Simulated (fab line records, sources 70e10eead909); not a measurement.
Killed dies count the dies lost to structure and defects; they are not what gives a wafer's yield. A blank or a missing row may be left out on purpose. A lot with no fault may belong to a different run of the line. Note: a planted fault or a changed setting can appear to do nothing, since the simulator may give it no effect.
Chamber matching	flow nand harc	4 sister chambers for NHARC_P_CONTACT_CMP_24 on cmp-04
The step polishes, t overpolish 30 s, target thk 200 nm. 4 wafers are shown with their chamber, then 8 later ones without.

WAFERS PAIRED WITH THEIR CHAMBERS
wafer	chamber	motor current A (A)
L557.1	2	9.7
L559.1	0	10.4
L559.2	1	13.0
L562.1	3	11.4

WAFERS WITH NO CHAMBER GIVEN
wafer	motor current A (A)
L562.2	10.6
L562.5	10.3
L561.1	10.1
L561.2	12.8
L561.5	10.0
L563.1	10.4
L563.3	9.9
L563.4	12.6

WHICH CHAMBER EACH WENT THROUGH
wafer	from the rows above	in truth
L562.2	0	0
L562.5	0	0
L561.1	can't be placed: 0 or 2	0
L561.2	1	1
L561.5	can't be placed: 2 or 0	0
L563.1	0	0
L563.3	can't be placed: 2 or 0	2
L563.4	1	1
Correctly placed: 5 of 8. These rows do not allow placing 3 (true chamber among the candidates in 3). Placed wrongly: 0.
How it was worked out, from the rows above alone: a wafer's distance from a chamber is the root of the sum, over the readings, of the square of ((its reading less the chamber's mean) divided by the reading's scatter). If the next closest chamber is less than 2 further off than the closest, the wafer can't be placed; otherwise it belongs to the closest. The mean given for a chamber averages the wafers shown for that chamber. The scatter: root of mean squared gap, hidden wafer to nearest shown wafer, with one shown wafer a chamber.
